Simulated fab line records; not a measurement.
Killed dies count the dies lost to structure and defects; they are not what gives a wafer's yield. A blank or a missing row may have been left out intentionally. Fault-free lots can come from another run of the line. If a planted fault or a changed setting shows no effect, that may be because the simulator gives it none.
The tool behind it: which one? || flow n5 finfet || Sampling: 11 lots, 32 wafers, 5 of 1938 route steps

## WHAT EACH GAUGE READ, for each wafer
The record lacks any reading of a measuring or inspecting step that a usual standard deviation could be used to judge.

## EACH LOT AND THE TOOL THAT RAN IT (in order: tool; ch and the chambers of the sampled wafers; start)
{"lot": "L748", "N5_BEOL_M5_SPUTTER_88": "pvd sputter-03, day 11 11:53", "N5_PASSIVATION_DEGAS_18": "pvd sputter-01, day 15 14:52", "N5_PASSIVATION_SPUTTER_20": "pvd sputter-01, day 15 14:56", "N5_PASSIVATION_STRIP_34": "rie diel-04 ch 0,3, day 15 16:16", "N5_PASSIVATION_PROBE_49": "prober-02, day 15 20:44"}
{"lot": "L751", "N5_BEOL_M5_SPUTTER_88": "pvd sputter-03, day 12 06:16", "N5_PASSIVATION_DEGAS_18": "pvd sputter-01, day 16 01:25", "N5_PASSIVATION_SPUTTER_20": "pvd sputter-01, day 16 01:30", "N5_PASSIVATION_STRIP_34": "rie diel-04 ch 1,3, day 16 02:47", "N5_PASSIVATION_PROBE_49": "-"}
{"lot": "L750", "N5_BEOL_M5_SPUTTER_88": "pvd sputter-01, day 12 16:34", "N5_PASSIVATION_DEGAS_18": "pvd sputter-02, day 16 04:59", "N5_PASSIVATION_SPUTTER_20": "pvd sputter-02, day 16 05:04", "N5_PASSIVATION_STRIP_34": "rie diel-01 ch 1,2,3, day 16 06:28", "N5_PASSIVATION_PROBE_49": "prober-02, day 16 10:57"}
{"lot": "L749", "N5_BEOL_M5_SPUTTER_88": "pvd sputter-03, day 12 19:59", "N5_PASSIVATION_DEGAS_18": "pvd sputter-03, day 16 04:41", "N5_PASSIVATION_SPUTTER_20": "pvd sputter-03, day 16 04:46", "N5_PASSIVATION_STRIP_34": "rie diel-03 ch 1,2, day 16 06:08", "N5_PASSIVATION_PROBE_49": "prober-01, day 16 10:32"}
{"lot": "L754", "N5_BEOL_M5_SPUTTER_88": "pvd sputter-02, day 12 23:46", "N5_PASSIVATION_DEGAS_18": "pvd sputter-01, day 17 05:20", "N5_PASSIVATION_SPUTTER_20": "pvd sputter-01, day 17 05:25", "N5_PASSIVATION_STRIP_34": "rie diel-03 ch 0,1,3, day 17 06:44", "N5_PASSIVATION_PROBE_49": "prober-02, day 17 11:20"}
{"lot": "L756", "N5_BEOL_M5_SPUTTER_88": "pvd sputter-03, day 13 10:09", "N5_PASSIVATION_DEGAS_18": "pvd sputter-03, day 17 16:32", "N5_PASSIVATION_SPUTTER_20": "pvd sputter-03, day 17 16:37", "N5_PASSIVATION_STRIP_34": "rie diel-04 ch 1,2, day 17 18:01", "N5_PASSIVATION_PROBE_49": "prober-01, day 17 22:19"}
{"lot": "L764", "N5_BEOL_M5_SPUTTER_88": "pvd sputter-01, day 15 03:05", "N5_PASSIVATION_DEGAS_18": "pvd sputter-02, day 19 10:05", "N5_PASSIVATION_SPUTTER_20": "pvd sputter-02, day 19 10:10", "N5_PASSIVATION_STRIP_34": "rie diel-04 ch 1,2, day 19 11:25", "N5_PASSIVATION_PROBE_49": "-"}
{"lot": "L763", "N5_BEOL_M5_SPUTTER_88": "pvd sputter-01, day 16 07:06", "N5_PASSIVATION_DEGAS_18": "pvd sputter-01, day 20 05:30", "N5_PASSIVATION_SPUTTER_20": "pvd sputter-01, day 20 05:35", "N5_PASSIVATION_STRIP_34": "rie diel-01 ch 1,2,3, day 20 07:17", "N5_PASSIVATION_PROBE_49": "prober-02, day 20 11:36"}
{"lot": "L766", "N5_BEOL_M5_SPUTTER_88": "pvd sputter-01, day 16 12:17", "N5_PASSIVATION_DEGAS_18": "pvd sputter-02, day 21 05:59", "N5_PASSIVATION_SPUTTER_20": "pvd sputter-02, day 21 06:04", "N5_PASSIVATION_STRIP_34": "rie diel-03 ch 2,3, day 21 07:19", "N5_PASSIVATION_PROBE_49": "-"}
{"lot": "L768", "N5_BEOL_M5_SPUTTER_88": "pvd sputter-03, day 16 18:16", "N5_PASSIVATION_DEGAS_18": "pvd sputter-02, day 21 09:19", "N5_PASSIVATION_SPUTTER_20": "pvd sputter-02, day 21 09:24", "N5_PASSIVATION_STRIP_34": "rie diel-03 ch 0,1,3, day 21 10:49", "N5_PASSIVATION_PROBE_49": "-"}
{"lot": "L767", "N5_BEOL_M5_SPUTTER_88": "pvd sputter-03, day 17 14:37", "N5_PASSIVATION_DEGAS_18": "pvd sputter-03, day 21 09:19", "N5_PASSIVATION_SPUTTER_20": "pvd sputter-03, day 21 09:23", "N5_PASSIVATION_STRIP_34": "rie diel-03 ch 0,1,3, day 21 10:40", "N5_PASSIVATION_PROBE_49": "-"}
- N5_BEOL_M5_SPUTTER_88: material Cu, target thk 15 nm, time 27.62 s.
- N5_PASSIVATION_DEGAS_18: time 60 s.
- N5_PASSIVATION_SPUTTER_20: material TaN, target thk 50 nm.
- N5_PASSIVATION_STRIP_34: strips in O2.
- N5_PASSIVATION_PROBE_49

## AS READ BY THE TOOLS THEMSELVES (means over the sampled wafers that have a number; for cases with no such wafer, the mark the record gives instead)
N5_BEOL_M5_SPUTTER_88. Usual: throttle valve pct 29.9 %, standard deviation 0.75.
{"lot": "L748", "tool": "pvd sputter-03", "throttle valve pct (%)": 29.8, "flag": ""}
{"lot": "L751", "tool": "pvd sputter-03", "throttle valve pct (%)": 29.8, "flag": ""}
{"lot": "L750", "tool": "pvd sputter-01", "throttle valve pct (%)": 29.4, "flag": ""}
{"lot": "L749", "tool": "pvd sputter-03", "throttle valve pct (%)": 29.4, "flag": ""}
{"lot": "L754", "tool": "pvd sputter-02", "throttle valve pct (%)": 30.0, "flag": ""}
{"lot": "L756", "tool": "pvd sputter-03", "throttle valve pct (%)": 30.0, "flag": ""}
{"lot": "L764", "tool": "pvd sputter-01", "throttle valve pct (%)": 30.0, "flag": ""}
{"lot": "L763", "tool": "pvd sputter-01", "throttle valve pct (%)": 30.1, "flag": ""}
{"lot": "L766", "tool": "pvd sputter-01", "throttle valve pct (%)": 30.2, "flag": ""}
{"lot": "L768", "tool": "pvd sputter-03", "throttle valve pct (%)": 29.7, "flag": ""}
{"lot": "L767", "tool": "pvd sputter-03", "throttle valve pct (%)": 30.6, "flag": ""}

N5_PASSIVATION_DEGAS_18. Usual: heater power w 437 W, standard deviation 41.
{"lot": "L748", "tool": "pvd sputter-01", "heater power w (W)": 468, "flag": ""}
{"lot": "L751", "tool": "pvd sputter-01", "heater power w (W)": 458, "flag": ""}
{"lot": "L750", "tool": "pvd sputter-02", "heater power w (W)": 437, "flag": ""}
{"lot": "L749", "tool": "pvd sputter-03", "heater power w (W)": 416, "flag": ""}
{"lot": "L754", "tool": "pvd sputter-01", "heater power w (W)": 447, "flag": ""}
{"lot": "L756", "tool": "pvd sputter-03", "heater power w (W)": 451, "flag": ""}
{"lot": "L764", "tool": "pvd sputter-02", "heater power w (W)": 435, "flag": ""}
{"lot": "L763", "tool": "pvd sputter-01", "heater power w (W)": 461, "flag": ""}
{"lot": "L766", "tool": "pvd sputter-02", "heater power w (W)": 433, "flag": ""}
{"lot": "L768", "tool": "pvd sputter-02", "heater power w (W)": 400, "flag": ""}
{"lot": "L767", "tool": "pvd sputter-03", "heater power w (W)": 431, "flag": ""}

N5_PASSIVATION_SPUTTER_20. Usual: throttle valve pct 29.9 %, standard deviation 0.7.
{"lot": "L748", "tool": "pvd sputter-01", "throttle valve pct (%)": 30.1, "flag": ""}
{"lot": "L751", "tool": "pvd sputter-01", "throttle valve pct (%)": 29.9, "flag": ""}
{"lot": "L750", "tool": "pvd sputter-02", "throttle valve pct (%)": 29.8, "flag": ""}
{"lot": "L749", "tool": "pvd sputter-03", "throttle valve pct (%)": 29.7, "flag": ""}
{"lot": "L754", "tool": "pvd sputter-01", "throttle valve pct (%)": 30.1, "flag": ""}
{"lot": "L756", "tool": "pvd sputter-03", "throttle valve pct (%)": 30.2, "flag": ""}
{"lot": "L764", "tool": "pvd sputter-02", "throttle valve pct (%)": 30.1, "flag": ""}
{"lot": "L763", "tool": "pvd sputter-01", "throttle valve pct (%)": 29.9, "flag": ""}
{"lot": "L766", "tool": "pvd sputter-02", "throttle valve pct (%)": 29.9, "flag": ""}
{"lot": "L768", "tool": "pvd sputter-02", "throttle valve pct (%)": 29.7, "flag": ""}
{"lot": "L767", "tool": "pvd sputter-03", "throttle valve pct (%)": 29.9, "flag": ""}

N5_PASSIVATION_STRIP_34. Usual: drypump motor current A 5.68 A, standard deviation 0.2; oes product au 0.79 a.u., standard deviation 0.077; rf vpp V 3.5 V, standard deviation 1.4; showerhead plenum p Torr 2.05 Torr, standard deviation 0.067; throttle valve pct 16.67 %, standard deviation 0.25.
{"lot": "L748", "tool": "rie diel-04", "drypump motor current A (A)": 5.65, "oes product au (a.u.)": 0.78, "rf vpp V (V)": 3.5, "showerhead plenum p Torr (Torr)": 2.10, "throttle valve pct (%)": 16.95, "flag": ""}
{"lot": "L751", "tool": "rie diel-04", "drypump motor current A (A)": 5.49, "oes product au (a.u.)": 0.75, "rf vpp V (V)": 3.5, "showerhead plenum p Torr (Torr)": 2.12, "throttle valve pct (%)": 16.96, "flag": ""}
{"lot": "L750", "tool": "rie diel-01", "drypump motor current A (A)": 5.67, "oes product au (a.u.)": 0.78, "rf vpp V (V)": 3.0, "showerhead plenum p Torr (Torr)": 2.08, "throttle valve pct (%)": 16.71, "flag": ""}
{"lot": "L749", "tool": "rie diel-03", "drypump motor current A (A)": 5.87, "oes product au (a.u.)": 0.69, "rf vpp V (V)": 1.9, "showerhead plenum p Torr (Torr)": 2.07, "throttle valve pct (%)": 16.91, "flag": ""}
{"lot": "L754", "tool": "rie diel-03", "drypump motor current A (A)": 5.67, "oes product au (a.u.)": 0.78, "rf vpp V (V)": 2.1, "showerhead plenum p Torr (Torr)": 2.01, "throttle valve pct (%)": 16.66, "flag": ""}
{"lot": "L756", "tool": "rie diel-04", "drypump motor current A (A)": 5.56, "oes product au (a.u.)": 0.86, "rf vpp V (V)": 4.5, "showerhead plenum p Torr (Torr)": 2.11, "throttle valve pct (%)": 16.50, "flag": ""}
{"lot": "L764", "tool": "rie diel-04", "drypump motor current A (A)": 5.74, "oes product au (a.u.)": 0.82, "rf vpp V (V)": 3.6, "showerhead plenum p Torr (Torr)": 2.07, "throttle valve pct (%)": 16.59, "flag": ""}
{"lot": "L763", "tool": "rie diel-01", "drypump motor current A (A)": 5.69, "oes product au (a.u.)": 0.85, "rf vpp V (V)": 3.7, "showerhead plenum p Torr (Torr)": 2.07, "throttle valve pct (%)": 16.58, "flag": ""}
{"lot": "L766", "tool": "rie diel-03", "drypump motor current A (A)": 5.74, "oes product au (a.u.)": 0.76, "rf vpp V (V)": 2.4, "showerhead plenum p Torr (Torr)": 2.00, "throttle valve pct (%)": 16.56, "flag": ""}
{"lot": "L768", "tool": "rie diel-03", "drypump motor current A (A)": 5.65, "oes product au (a.u.)": 0.73, "rf vpp V (V)": 2.4, "showerhead plenum p Torr (Torr)": 1.99, "throttle valve pct (%)": 16.75, "flag": ""}
{"lot": "L767", "tool": "rie diel-03", "drypump motor current A (A)": 5.65, "oes product au (a.u.)": 0.74, "rf vpp V (V)": 3.0, "showerhead plenum p Torr (Torr)": 1.99, "throttle valve pct (%)": 16.72, "flag": ""}

N5_PASSIVATION_PROBE_49. Usual: defect limited yield 90.9 %, standard deviation 1.6; killed_at_M0_to_M3 37, standard deviation 11; killed_at_M4_up 15, standard deviation 5.6; killed at contacts 13, standard deviation 6.4; killed at front end 39, standard deviation 11; killed at other 4, standard deviation 3.1; killed dies 107, standard deviation 19; killed on rim 14, standard deviation 4.3; killed open 71, standard deviation 14; killed short 34, standard deviation 7.8; sort_bin_5_function 5.3 %, standard deviation 1; sort_bin_6_memory 3.4 %, standard deviation 0.72; sort_bin_8_speed 0.0 %, standard deviation 0.42; sort n pass 1072, standard deviation 20; sort yield pct 90.9 %, standard deviation 1.7.
{"lot": "L748", "tool": "prober-02", "defect limited yield (%)": 91.8, "killed_at_M0_to_M3": 30, "killed_at_M4_up": 17, "killed at contacts": 8, "killed at front end": 39, "killed at other": 3, "killed dies": 97, "killed on rim": 9, "killed open": 65, "killed short": 29, "sort_bin_5_function (%)": 4.9, "sort_bin_6_memory (%)": 3.1, "sort_bin_8_speed (%)": 0.0, "sort n pass": 1083, "sort yield pct (%)": 91.8, "flag": ""}
{"lot": "L750", "tool": "prober-02", "defect limited yield (%)": 91.7, "killed_at_M0_to_M3": 38, "killed_at_M4_up": 17, "killed at contacts": 6, "killed at front end": 34, "killed at other": 2, "killed dies": 97, "killed on rim": 10, "killed open": 68, "killed short": 28, "sort_bin_5_function (%)": 5.2, "sort_bin_6_memory (%)": 2.8, "sort_bin_8_speed (%)": 0.0, "sort n pass": 1083, "sort yield pct (%)": 91.7, "flag": ""}
{"lot": "L749", "tool": "prober-01", "defect limited yield (%)": 92.7, "killed_at_M0_to_M3": 32, "killed_at_M4_up": 14, "killed at contacts": 7, "killed at front end": 30, "killed at other": 4, "killed dies": 87, "killed on rim": 14, "killed open": 51, "killed short": 32, "sort_bin_5_function (%)": 4.2, "sort_bin_6_memory (%)": 2.9, "sort_bin_8_speed (%)": 0.0, "sort n pass": 1093, "sort yield pct (%)": 92.7, "flag": ""}
{"lot": "L754", "tool": "prober-02", "defect limited yield (%)": 92.2, "killed_at_M0_to_M3": 37, "killed_at_M4_up": 20, "killed at contacts": 12, "killed at front end": 20, "killed at other": 3, "killed dies": 92, "killed on rim": 13, "killed open": 63, "killed short": 27, "sort_bin_5_function (%)": 4.6, "sort_bin_6_memory (%)": 2.9, "sort_bin_8_speed (%)": 0.0, "sort n pass": 1088, "sort yield pct (%)": 92.2, "flag": ""}
{"lot": "L756", "tool": "prober-01", "defect limited yield (%)": 87.6, "killed_at_M0_to_M3": 39, "killed_at_M4_up": 37, "killed at contacts": 16, "killed at front end": 45, "killed at other": 9, "killed dies": 147, "killed on rim": 18, "killed open": 88, "killed short": 29, "sort_bin_5_function (%)": 7.6, "sort_bin_6_memory (%)": 3.9, "sort_bin_8_speed (%)": 0.1, "sort n pass": 1032, "sort yield pct (%)": 87.5, "flag": "OFF"}
{"lot": "L763", "tool": "prober-02", "defect limited yield (%)": 93.8, "killed_at_M0_to_M3": 23, "killed_at_M4_up": 10, "killed at contacts": 7, "killed at front end": 30, "killed at other": 2, "killed dies": 73, "killed on rim": 8, "killed open": 46, "killed short": 26, "sort_bin_5_function (%)": 3.6, "sort_bin_6_memory (%)": 2.2, "sort_bin_8_speed (%)": 0.0, "sort n pass": 1107, "sort yield pct (%)": 93.8, "flag": ""}

## THE ANSWER, worked out from the rows above alone
Rule: a lot counts as off when the mean over its wafers that have a number is more than 3 standard deviations away from the usual mean. Also off: a lot with no number at a reading for which 4 or more lots have one. The other lots that the step has rows for count as sound. First the gauges in route order, then the tools' own readings, where a lot's mean is used as printed above. At the first step where some lot is off, the reading lying furthest off is the one used; lots without a number count as furthest.
Off: L756, at N5_PASSIVATION_PROBE_49 (killed_at_M4_up). Neither off nor sound, because the step has no rows for them: L751, L764, L766, L768, L767.
If a tool, at that step or one of the process steps before it, ran each lot that is off and ran no sound lot following the first of them, it fits. Can't be told from this: 3 tools fit, pvd sputter-03 at N5_BEOL_M5_SPUTTER_88 and N5_PASSIVATION_DEGAS_18 and N5_PASSIVATION_SPUTTER_20, rie diel-04 at N5_PASSIVATION_STRIP_34, prober-01 at N5_PASSIVATION_PROBE_49.

## WHAT HAD BEEN PUT IN BY THE SIMULATOR
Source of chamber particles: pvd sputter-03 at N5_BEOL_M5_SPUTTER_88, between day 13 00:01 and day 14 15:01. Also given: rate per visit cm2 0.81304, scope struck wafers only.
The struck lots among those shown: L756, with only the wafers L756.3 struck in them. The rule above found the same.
